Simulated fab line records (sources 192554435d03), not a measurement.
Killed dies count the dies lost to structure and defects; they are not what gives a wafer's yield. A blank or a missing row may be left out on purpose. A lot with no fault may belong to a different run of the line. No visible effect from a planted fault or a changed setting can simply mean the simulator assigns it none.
The tool behind it: which one? | flow n5-finfet | 24 lots, 72 wafers sampled, at 6 steps of a route of 1938

== WHAT THE GAUGES SHOWED, per wafer ==
The record lacks any reading of a measuring or inspecting step that a usual standard deviation could be used to judge.

== EACH LOT AND THE TOOL THAT RAN IT (in order: tool; ch and the chambers of the sampled wafers; start) ==
lot  | N5_ILD0_CMP_12               | N5_HKMG_FIN_STRIP_89              | N5_HKMG_FIN_ALD_71                 | N5_HKMG_FIN_ALD_72            | N5_HKMG_FIN_CMP_23            | N5_GATE_CUT_ETCHBACK_00
L074 | cmp-03 ch 2,3, day 3 17:55   | rie-diel-04 ch 2,3, day 4 05:13   | ald-metal-03 ch 0,3, day 4 05:53   | cvd-w-02 ch 0,1, day 4 07:31  | cmp-03 ch 0,2,3, day 4 07:50  | rie-metal-03 ch 0,1, day 4 08:28
L075 | cmp-04 ch 0,2,3, day 4 00:49 | rie-diel-04 ch 1,2, day 4 12:34   | ald-metal-01 ch 0,2,3, day 4 13:14 | cvd-w-01 ch 0,1, day 4 14:45  | cmp-03 ch 2,3, day 4 14:55    | rie-metal-01 ch 0,1, day 4 15:40
L076 | cmp-04 ch 0,1,2, day 4 06:22 | rie-diel-04 ch 0,2,3, day 4 18:43 | ald-metal-03 ch 0,2,3, day 4 19:27 | cvd-w-02 ch 0,1, day 4 20:56  | cmp-04 ch 1,3, day 4 21:11    | rie-metal-03 ch 0,1, day 4 21:52
L077 | cmp-03 ch 0,2,3, day 4 14:36 | rie-diel-05 ch 1,3, day 5 02:36   | ald-metal-01 ch 2,3, day 5 03:17   | cvd-w-02 ch 0,1, day 5 05:06  | cmp-03 ch 0,1,2, day 5 05:28  | rie-metal-02 ch 0,1, day 5 06:04
L078 | cmp-04 ch 2,3, day 4 16:01   | rie-diel-03 ch 0,1, day 5 05:07   | ald-metal-02 ch 0,2, day 5 05:47   | cvd-w-02 ch 0, day 5 07:14    | cmp-02 ch 0,1,2, day 5 07:29  | rie-metal-02 ch 0,1, day 5 08:08
L079 | cmp-01 ch 0,2,3, day 4 22:38 | rie-diel-05 ch 2,3, day 5 10:26   | ald-metal-01 ch 0,3, day 5 11:11   | cvd-w-02 ch 0, day 5 12:48    | cmp-02 ch 0,1,2, day 5 12:58  | rie-metal-01 ch 0,1, day 5 13:43
L080 | cmp-03 ch 2,3, day 5 03:58   | rie-diel-05 ch 0,2,3, day 5 15:57 | ald-metal-03 ch 2,3, day 5 16:38   | cvd-w-01 ch 0,1, day 5 18:04  | cmp-03 ch 0,1,2, day 5 18:24  | rie-metal-01 ch 1, day 5 18:59
L081 | cmp-04 ch 2,3, day 5 12:04   | rie-diel-03 ch 1,2,3, day 6 00:19 | ald-metal-03 ch 1,3, day 6 01:04   | cvd-w-01 ch 0,1, day 6 02:31  | cmp-03 ch 0,2,3, day 6 02:40  | rie-metal-03 ch 0,1, day 6 03:28
L082 | cmp-01 ch 1,3, day 5 19:17   | rie-diel-04 ch 0,1, day 6 06:45   | ald-metal-03 ch 2,3, day 6 07:25   | cvd-w-02 ch 0,1, day 6 08:52  | cmp-03 ch 1,3, day 6 09:07    | rie-metal-02 ch 0,1, day 6 09:47
L083 | cmp-01 ch 0,1, day 6 03:11   | rie-diel-04 ch 0,2, day 6 14:47   | ald-metal-01 ch 2,3, day 6 15:28   | cvd-w-01 ch 0,1, day 6 16:56  | cmp-04 ch 0,1,2, day 6 17:10  | rie-metal-02 ch 0,1, day 6 17:53
L084 | cmp-03 ch 1,2,3, day 6 05:37 | rie-diel-04 ch 1,2, day 6 16:43   | ald-metal-03 ch 0,1,2, day 6 17:23 | cvd-w-02 ch 0,1, day 6 19:10  | cmp-03 ch 0,3, day 6 19:23    | rie-metal-02 ch 0,1, day 6 20:05
L085 | cmp-01 ch 0,1,2, day 6 10:41 | rie-diel-04 ch 0,2,3, day 6 22:15 | ald-metal-02 ch 2,3, day 6 22:55   | cvd-w-02 ch 0,1, day 7 00:38  | cmp-04 ch 0,1, day 7 00:53    | rie-metal-01 ch 1, day 7 01:34
L086 | cmp-01 ch 1,3, day 6 15:23   | rie-diel-04 ch 0,1,2, day 7 03:00 | ald-metal-03 ch 0,3, day 7 03:41   | cvd-w-01 ch 0,1, day 7 05:13  | cmp-02 ch 0,1, day 7 05:23    | rie-metal-01 ch 0,1, day 7 06:08
L087 | cmp-01 ch 0,1,2, day 6 22:28 | rie-diel-05 ch 1,2,3, day 7 10:47 | ald-metal-03 ch 1,2,3, day 7 11:28 | cvd-w-01 ch 0,1, day 7 13:02  | cmp-04 ch 0,1,3, day 7 13:12  | rie-metal-03 ch 0,1, day 7 13:57
L088 | cmp-04 ch 1,2,3, day 7 09:03 | rie-diel-03 ch 1,2, day 7 20:26   | ald-metal-02 ch 1,2,3, day 7 21:06 | cvd-w-02 ch 0,1, day 7 22:32  | cmp-03 ch 0,1,3, day 7 22:47  | rie-metal-02 ch 1, day 7 23:28
L089 | cmp-01 ch 0,2, day 7 12:29   | rie-diel-04 ch 0,2,3, day 8 00:47 | ald-metal-03 ch 0,2, day 8 01:28   | cvd-w-02 ch 0,1, day 8 03:08  | cmp-02 ch 0,3, day 8 03:19    | rie-metal-01 ch 0,1, day 8 04:03
L090 | cmp-01 ch 0,1, day 7 15:16   | rie-diel-05 ch 0,1,2, day 8 02:56 | ald-metal-01 ch 0,1,2, day 8 03:37 | cvd-w-02 ch 0,1, day 8 05:08  | cmp-04 ch 1,2, day 8 05:17    | rie-metal-02 ch 1, day 8 06:07
L091 | cmp-04 ch 1,2,3, day 7 23:38 | rie-diel-03 ch 1,2,3, day 8 11:20 | ald-metal-01 ch 1,2,3, day 8 12:00 | cvd-w-02 ch 0,1, day 8 13:34  | cmp-03 ch 1,2,3, day 8 13:49  | rie-metal-02 ch 1, day 8 14:29
L092 | cmp-04 ch 0,1,3, day 8 06:50 | rie-diel-04 ch 1,2,3, day 8 18:13 | ald-metal-03 ch 0,1,3, day 8 18:53 | cvd-w-01 ch 0,1, day 8 20:26  | cmp-02 ch 0,2,3, day 8 20:37  | rie-metal-02 ch 0,1, day 8 21:22
L093 | cmp-04 ch 0,1,2, day 8 11:44 | rie-diel-03 ch 0,2, day 8 23:10   | ald-metal-02 ch 1,3, day 8 23:50   | cvd-w-01 ch 0,1, day 9 01:18  | cmp-04 ch 0,3, day 9 01:26    | rie-metal-01 ch 0,1, day 9 02:14
L094 | cmp-01 ch 0,1,2, day 8 19:02 | rie-diel-05 ch 0,1,3, day 9 06:56 | ald-metal-01 ch 0,1,2, day 9 07:37 | cvd-w-02 ch 0,1, day 9 09:11  | cmp-02 ch 1,2,3, day 9 09:22  | rie-metal-01 ch 0, day 9 10:07
L095 | cmp-01 ch 1,3, day 9 04:44   | rie-diel-04 ch 0,2,3, day 9 15:47 | ald-metal-02 ch 0,1,3, day 9 16:28 | cvd-w-01 ch 0,1, day 9 17:54  | cmp-03 ch 0,1,2, day 9 18:14  | rie-metal-03 ch 0,1, day 9 18:49
L097 | cmp-01 ch 0,1,3, day 9 11:50 | rie-diel-03 ch 1,2, day 9 23:14   | ald-metal-03 ch 1,2,3, day 9 23:55 | cvd-w-02 ch 0,1, day 10 01:21 | cmp-04 ch 0,2, day 10 01:31   | rie-metal-03 ch 0,1, day 10 02:16
L096 | cmp-01 ch 0,3, day 9 12:24   | rie-diel-04 ch 1,2, day 10 00:35  | ald-metal-01 ch 2,3, day 10 01:15  | cvd-w-01 ch 0,1, day 10 02:52 | cmp-02 ch 0,1,2, day 10 03:01 | rie-metal-02 ch 0,1, day 10 03:48
- N5_ILD0_CMP_12: polishes SiNx, stops on poly-Si, t overpolish 6 s, target thk 17.67 nm.
- N5_HKMG_FIN_STRIP_89: strips SOC in N2/H2, time 20 s.
- N5_HKMG_FIN_ALD_71: deposits TiN, target thk 1 nm, pulse time 1 s, purge time 3 s.
- N5_HKMG_FIN_ALD_72: deposits W, target thk 2 nm, pulse time 1 s, purge time 2 s.
- N5_HKMG_FIN_CMP_23: polishes, stops on SiNx, t overpolish 10 s, target thk 46.326 nm.
- N5_GATE_CUT_ETCHBACK_00: etches W in SF6/Cl2.

== AS READ BY THE TOOLS THEMSELVES (means over the sampled wafers that have a number; for cases with no such wafer, the mark the record gives instead) ==
N5_ILD0_CMP_12. Usual: motor-current-A 9.0 A, standard deviation 0.86; overpolish-run-s 6.002 s, standard deviation 0.0087; time-to-endpoint-s 29.9 s, standard deviation 1.8.
lot  | tool   | motor-current-A (A) | overpolish-run-s (s) | time-to-endpoint-s (s) | flag
L074 | cmp-03 | 9.0                 | 6.008                | 29.6                   |
L075 | cmp-04 | 9.6                 | 5.996                | 29.4                   |
L076 | cmp-04 | 10.0                | 5.998                | 29.3                   |
L077 | cmp-03 | 9.4                 | 6.005                | 30.4                   |
L078 | cmp-04 | 8.8                 | 5.998                | 28.6                   |
L079 | cmp-01 | 8.7                 | 6.003                | 30.1                   |
L080 | cmp-03 | 9.4                 | 5.994                | 30.1                   |
L081 | cmp-04 | 8.8                 | 6.003                | 28.0                   |
L082 | cmp-01 | 8.7                 | 6.006                | 28.2                   |
L083 | cmp-01 | 8.9                 | 6.004                | 32.4                   |
L084 | cmp-03 | 9.3                 | 6.008                | 30.8                   |
L085 | cmp-01 | 8.7                 | 6.004                | 28.8                   |
L086 | cmp-01 | 8.8                 | 6.003                | 31.2                   |
L087 | cmp-01 | 8.7                 | 5.999                | 30.9                   |
L088 | cmp-04 | 8.6                 | 6.007                | 31.6                   |
L089 | cmp-01 | 8.4                 | 6.009                | 28.8                   |
L090 | cmp-01 | 8.6                 | 5.997                | 27.9                   |
L091 | cmp-04 | 8.9                 | 6.000                | 30.9                   |
L092 | cmp-04 | 9.6                 | 5.993                | 29.1                   |
L093 | cmp-04 | 10.0                | 6.001                | 31.8                   |
L094 | cmp-01 | 8.7                 | 6.001                | 27.9                   |
L095 | cmp-01 | 8.7                 | 6.004                | 30.1                   |
L097 | cmp-01 | 8.6                 | 6.004                | 31.7                   |
L096 | cmp-01 | 8.8                 | 6.002                | 29.3                   |

N5_HKMG_FIN_STRIP_89. Usual: drypump-motor-current-A 5.9 A, standard deviation 0.35; oes-product-au 0.78 a.u., standard deviation 0.08; rf-vpp-V 54.3 V, standard deviation 0.85; showerhead-plenum-p-Torr 3.41 Torr, standard deviation 0.093; throttle-valve-pct 19.1 %, standard deviation 0.4.
lot  | tool        | drypump-motor-current-A (A) | oes-product-au (a.u.) | rf-vpp-V (V) | showerhead-plenum-p-Torr (Torr) | throttle-valve-pct (%) | flag
L074 | rie-diel-04 | 6.2                         | 0.78                  | 54.2         | 3.38                            | 19.6                   |
L075 | rie-diel-04 | 6.4                         | 0.73                  | 54.3         | 3.44                            | 19.3                   |
L076 | rie-diel-04 | 6.2                         | 0.77                  | 54.0         | 3.41                            | 19.3                   |
L077 | rie-diel-05 | 5.8                         | 0.85                  | 53.7         | 3.35                            | 18.8                   |
L078 | rie-diel-03 | 5.5                         | 0.74                  | 54.4         | 3.31                            | 18.9                   |
L079 | rie-diel-05 | 5.7                         | 0.90                  | 54.3         | 3.32                            | 18.7                   |
L080 | rie-diel-05 | 5.7                         | 0.90                  | 54.7         | 3.41                            | 18.6                   |
L081 | rie-diel-03 | 5.6                         | 0.81                  | 54.3         | 3.38                            | 18.8                   |
L082 | rie-diel-04 | 6.3                         | 0.72                  | 54.8         | 3.47                            | 19.1                   |
L083 | rie-diel-04 | 6.2                         | 0.74                  | 54.4         | 3.40                            | 19.6                   |
L084 | rie-diel-04 | 6.2                         | 0.74                  | 54.3         | 3.40                            | 19.5                   |
L085 | rie-diel-04 | 6.2                         | 0.74                  | 54.1         | 3.40                            | 19.4                   |
L086 | rie-diel-04 | 6.3                         | 0.72                  | 54.0         | 3.43                            | 19.3                   |
L087 | rie-diel-05 | 5.6                         | 0.81                  | 54.6         | 3.39                            | 18.9                   |
L088 | rie-diel-03 | 5.7                         | 0.84                  | 54.6         | 3.44                            | 18.6                   |
L089 | rie-diel-04 | 6.2                         | 0.74                  | 54.4         | 3.39                            | 19.4                   |
L090 | rie-diel-05 | 5.6                         | 0.80                  | 54.3         | 3.48                            | 18.8                   |
L091 | rie-diel-03 | 5.6                         | 0.79                  | 54.1         | 3.37                            | 18.8                   |
L092 | rie-diel-04 | 6.3                         | 0.73                  | 54.5         | 3.39                            | 19.4                   |
L093 | rie-diel-03 | 5.8                         | 0.81                  | 53.6         | 3.51                            | 18.8                   |
L094 | rie-diel-05 | 5.6                         | 0.80                  | 54.0         | 3.43                            | 18.8                   |
L095 | rie-diel-04 | 6.2                         | 0.73                  | 54.5         | 3.38                            | 19.4                   |
L097 | rie-diel-03 | 5.5                         | 0.78                  | 53.6         | 3.32                            | 18.7                   |
L096 | rie-diel-04 | 6.2                         | 0.83                  | 53.3         | 3.39                            | 19.5                   |

N5_HKMG_FIN_ALD_71. Usual: heater-power-w 872 W, standard deviation 49; precursor-pulse-height-rel 0.997, standard deviation 0.019.
lot  | tool         | heater-power-w (W) | precursor-pulse-height-rel | flag
L074 | ald-metal-03 | 876                | 0.980                      |
L075 | ald-metal-01 | 879                | 1.005                      |
L076 | ald-metal-03 | 838                | 1.002                      |
L077 | ald-metal-01 | 867                | 0.977                      |
L078 | ald-metal-02 | 951                | 1.008                      |
L079 | ald-metal-01 | 900                | 1.009                      |
L080 | ald-metal-03 | 808                | 1.001                      |
L081 | ald-metal-03 | 885                | 0.998                      |
L082 | ald-metal-03 | 810                | 1.008                      |
L083 | ald-metal-01 | 874                | 0.993                      |
L084 | ald-metal-03 | 871                | 1.011                      |
L085 | ald-metal-02 | 862                | 1.008                      |
L086 | ald-metal-03 | 877                | 1.024                      |
L087 | ald-metal-03 | 857                | 0.982                      |
L088 | ald-metal-02 | 867                | 0.987                      |
L089 | ald-metal-03 | 829                | 0.994                      |
L090 | ald-metal-01 | 875                | 0.998                      |
L091 | ald-metal-01 | 859                | 0.994                      |
L092 | ald-metal-03 | 861                | 0.994                      |
L093 | ald-metal-02 | 866                | 0.988                      |
L094 | ald-metal-01 | 892                | 1.016                      |
L095 | ald-metal-02 | 894                | 0.973                      |
L097 | ald-metal-03 | 849                | 1.017                      |
L096 | ald-metal-01 | 862                | 1.005                      |

N5_HKMG_FIN_ALD_72. Usual: heater-power-w 470 W, standard deviation 24; precursor-pulse-height-rel 1.000, standard deviation 0.02.
lot  | tool     | heater-power-w (W) | precursor-pulse-height-rel | flag
L074 | cvd-w-02 | 477                | 1.011                      |
L075 | cvd-w-01 | 464                | 1.019                      |
L076 | cvd-w-02 | 470                | 0.985                      |
L077 | cvd-w-02 | 480                | 1.022                      |
L078 | cvd-w-02 | 477                | 0.983                      |
L079 | cvd-w-02 | 474                | 1.009                      |
L080 | cvd-w-01 | 449                | 0.982                      |
L081 | cvd-w-01 | 458                | 1.004                      |
L082 | cvd-w-02 | 482                | 1.000                      |
L083 | cvd-w-01 | 464                | 0.995                      |
L084 | cvd-w-02 | 480                | 1.003                      |
L085 | cvd-w-02 | 482                | 0.986                      |
L086 | cvd-w-01 | 445                | 1.002                      |
L087 | cvd-w-01 | 477                | 0.988                      |
L088 | cvd-w-02 | 478                | 1.011                      |
L089 | cvd-w-02 | 485                | 1.001                      |
L090 | cvd-w-02 | 485                | 0.994                      |
L091 | cvd-w-02 | 480                | 0.983                      |
L092 | cvd-w-01 | 452                | 1.006                      |
L093 | cvd-w-01 | 446                | 0.971                      |
L094 | cvd-w-02 | 477                | 0.975                      |
L095 | cvd-w-01 | 456                | 0.989                      |
L097 | cvd-w-02 | 491                | 1.000                      |
L096 | cvd-w-01 | 473                | 1.005                      |

N5_HKMG_FIN_CMP_23. Usual: motor-current-A 12.3 A, standard deviation 1.2; overpolish-run-s 10.000 s, standard deviation 0.0094; time-to-endpoint-s 12.7 s, standard deviation 2.
lot  | tool   | motor-current-A (A) | overpolish-run-s (s) | time-to-endpoint-s (s) | flag
L074 | cmp-03 | 12.7                | 10.011               | 13.7                   |
L075 | cmp-03 | 12.7                | 9.998                | 14.7                   |
L076 | cmp-04 | 11.2                | 10.001               | 13.6                   |
L077 | cmp-03 | 12.2                | 9.991                | 15.3                   |
L078 | cmp-02 | 11.5                | 9.997                | 12.0                   |
L079 | cmp-02 | 11.7                | 9.991                | 11.8                   |
L080 | cmp-03 | 12.0                | 9.995                | 15.6                   |
L081 | cmp-03 | 12.2                | 10.001               | 13.1                   |
L082 | cmp-03 | 13.1                | 10.003               | 14.1                   |
L083 | cmp-04 | 13.5                | 9.997                | 12.1                   |
L084 | cmp-03 | 12.5                | 9.999                | 13.8                   |
L085 | cmp-04 | 14.3                | 10.003               | 13.1                   |
L086 | cmp-02 | 11.9                | 9.998                | 12.0                   |
L087 | cmp-04 | 12.7                | 9.999                | 12.4                   |
L088 | cmp-03 | 12.9                | 9.997                | 10.7                   |
L089 | cmp-02 | 10.9                | 10.011               | 14.8                   |
L090 | cmp-04 | 12.6                | 9.993                | 13.4                   |
L091 | cmp-03 | 12.6                | 10.006               | 10.4                   |
L092 | cmp-02 | 11.2                | 9.996                | 10.0                   |
L093 | cmp-04 | 13.4                | 9.996                | 13.3                   |
L094 | cmp-02 | 12.5                | 9.997                | 10.8                   |
L095 | cmp-03 | 12.3                | 9.997                | 15.2                   |
L097 | cmp-04 | 13.9                | 9.996                | 9.3                    |
L096 | cmp-02 | 11.2                | 9.996                | 14.7                   |

N5_GATE_CUT_ETCHBACK_00. Usual: drypump-motor-current-A 5.6 A, standard deviation 0.45; oes-product-au 0.74 a.u., standard deviation 0.09; throttle-valve-pct 27.45 %, standard deviation 0.12.
lot  | tool         | drypump-motor-current-A (A) | oes-product-au (a.u.) | throttle-valve-pct (%) | flag
L074 | rie-metal-03 | 5.4                         | 0.73                  | 27.39                  |
L075 | rie-metal-01 | 5.5                         | 0.71                  | 27.39                  |
L076 | rie-metal-03 | 5.3                         | 0.72                  | 27.41                  |
L077 | rie-metal-02 | 5.6                         | 0.75                  | 27.50                  |
L078 | rie-metal-02 | 5.6                         | 0.73                  | 27.49                  |
L079 | rie-metal-01 | 5.5                         | 0.71                  | 27.38                  |
L080 | rie-metal-01 | 5.2                         | 0.66                  | 27.35                  |
L081 | rie-metal-03 | 5.6                         | 0.72                  | 27.49                  |
L082 | rie-metal-02 | 5.6                         | 0.73                  | 27.51                  |
L083 | rie-metal-02 | 5.6                         | 0.74                  | 27.50                  |
L084 | rie-metal-02 | 5.9                         | 0.65                  | 27.57                  |
L085 | rie-metal-01 | 5.2                         | 0.66                  | 27.36                  |
L086 | rie-metal-01 | 5.5                         | 0.69                  | 27.40                  |
L087 | rie-metal-03 | 5.4                         | 0.71                  | 27.42                  |
L088 | rie-metal-02 | 5.2                         | 0.80                  | 27.43                  |
L089 | rie-metal-01 | 5.4                         | 0.69                  | 27.41                  |
L090 | rie-metal-02 | 5.3                         | 0.80                  | 27.43                  |
L091 | rie-metal-02 | 5.2                         | 0.80                  | 27.44                  |
L092 | rie-metal-02 | 5.6                         | 0.86                  | 27.35                  |
L093 | rie-metal-01 | 5.5                         | 0.69                  | 27.41                  |
L094 | rie-metal-01 | 6.0                         | 0.76                  | 27.50                  |
L095 | rie-metal-03 | 5.4                         | 0.70                  | 27.43                  |
L097 | rie-metal-03 | 5.6                         | 0.71                  | 27.52                  |
L096 | rie-metal-02 | 5.9                         | 0.91                  | 27.27                  |

== THE ANSWER, worked out from the rows above alone ==
Rule: lot off if the mean of its wafers having a number is beyond 3 standard deviations from the usual mean. Also off: a lot with no number at a reading for which 4 or more lots have one. Any other lot the step has rows for is counted as sound. First the gauges in route order, then the tools' own readings, where a lot's mean is used as printed above. The first step at which some lot is off is used, and at that step the reading that is off furthest; a lot without a number counts as furthest.
No lot is off on any of the readings shown, so nothing can be concluded from this.

== WHAT WAS PUT IN BY THE SIMULATOR ==
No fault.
